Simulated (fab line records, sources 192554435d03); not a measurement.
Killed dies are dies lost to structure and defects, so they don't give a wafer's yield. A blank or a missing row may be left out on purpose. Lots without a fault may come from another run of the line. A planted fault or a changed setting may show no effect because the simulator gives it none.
Split-lot experiment | flow n5_finfet | 7 lots, 21 wafers read, on a route of 1938 steps

THE SPLIT
At N5_BEOL_M13_EXPOSE_25 (exposes mask M13, target cd 210 nm), the setting dose_mj was moved away from the recipe's 22 on 3 of the 21 wafers read, by +4.2% to +6.0%. The other wafers ran this setting at the recipe's value.

FROM THE SPLIT TO THE READING: what the file shows between them, 3 steps
- N5_BEOL_M13_PEB_26: peb time 90 s
- N5_BEOL_M13_DEVELOP_27: develop time 45 s
- N5_BEOL_M13_HARDBAKE_32: time 120 s

THE READING
cd_nm, in nm, at N5_BEOL_M13_CD_MEAS_28 (target cd 209.5 nm). Fault-free wafers of this fab line usually give 209.6 nm, standard deviation 1.1 nm.

wafer  | tool, chamber at the split | dose_mj as run | against the recipe | cd_nm, nm | against lot-mates on the recipe
L074.1 | krf_scanner-01, 0          | 22             | recipe             | 208.0     | -
L074.2 | krf_scanner-01, 0          | 22             | recipe             | 209.8     | -
L074.6 | krf_scanner-01, 0          | 22             | recipe             | 207.1     | -
L078.2 | krf_scanner-02, 0          | 22             | recipe             | 210.7     | -
L078.3 | krf_scanner-02, 0          | 22             | recipe             | 211.2     | -
L078.4 | krf_scanner-02, 0          | 22             | recipe             | 210.4     | -
L080.1 | krf_scanner-02, 0          | 22             | recipe             | 209.0     | -
L080.3 | krf_scanner-02, 0          | 22             | recipe             | 209.1     | -
L080.4 | krf_scanner-02, 0          | 22             | recipe             | 210.4     | -
L081.2 | krf_scanner-01, 0          | 23.32          | +6.0%              | 217.2     | +7.2
L081.4 | krf_scanner-01, 0          | 22             | recipe             | 209.5     | -
L081.5 | krf_scanner-01, 0          | 22             | recipe             | 210.5     | -
L091.2 | krf_scanner-01, 0          | 22             | recipe             | 208.9     | -
L091.4 | krf_scanner-01, 0          | 22             | recipe             | 208.2     | -
L091.5 | krf_scanner-01, 0          | 22             | recipe             | 210.3     | -
L093.1 | krf_scanner-01, 0          | 22             | recipe             | 212.8     | -
L093.2 | krf_scanner-01, 0          | 22             | recipe             | 210.7     | -
L093.4 | krf_scanner-01, 0          | 22             | recipe             | 210.5     | -
L089.1 | krf_scanner-01, 0          | 22             | recipe             | 209.2     | -
L089.2 | krf_scanner-01, 0          | 22.93          | +4.2%              | 211.6     | +2.4
L089.3 | krf_scanner-01, 0          | 22.93          | +4.2%              | 213.4     | +4.2

THE FIT
A straight line over all 21 wafers: cd_nm changes by +0.947 nm for each +1% of dose_mj; r = +0.77; the points scatter about the line by 1.4 nm.
The same after taking each lot's own level away (the mean of its wafers on the recipe; 21 wafers): +0.997 nm for each +1%; r = +0.89; scatter 0.92 nm.
On that fit, the largest move of dose_mj shifts the reading by 6 nm.
The lots' own levels span 208.30 to 211.33 nm, that is 2.8 times the standard deviation above.
So the lot-to-lot level blurs the effect unless lot-mates are compared.
Check: with one of the wafers moved furthest among these (+6.0%) left out of the fit, the line predicts +4.68 nm for it against its lot-mates. It came out at +7.2 nm against them.

OTHER SPLITS ON THESE WAFERS
These wafers also went through other splits before the reading. Each is held against what the fit with the lots' levels taken away leaves over:
other split on the same wafers | wafers away from the commonest value | r with cd_nm (lot level and that fit taken away)
N5_BEOL_M9_EXPOSE_25 dose_mj   | 6                                    | +0.22
N5_BEOL_M11_ILD_DEP_00 time_s  | 7                                    | -0.08
N5_BEOL_M11_PECVD_70 time_s    | 8                                    | +0.00
N5_BEOL_M11_ETCH_62 time_s     | 8                                    | +0.13
N5_BEOL_M11_COAT_63 spin_rpm   | 7                                    | +0.27

THE WHOLE CHAIN: every reading that the file lists as answering this split, in the file's order
step                   | what it does             | reading                                                         | change (the file's fit)              | r (the file's)
N5_BEOL_M13_CD_MEAS_28 | target cd 209.5 nm       | cd_nm                                                           | +1.06 nm for each +1% of the setting | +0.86
N5_BEOL_M13_DESCUM_33  | chemistry O2, time 7.9 s | BEOL_M13.cd_nm (the simulator's own value, which no gauge read) | +1.03 nm for each +1% of the setting | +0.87

THE FILE'S OWN FIT
cd_nm changes by +1.06 nm for each +1% of dose_mj, r = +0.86.
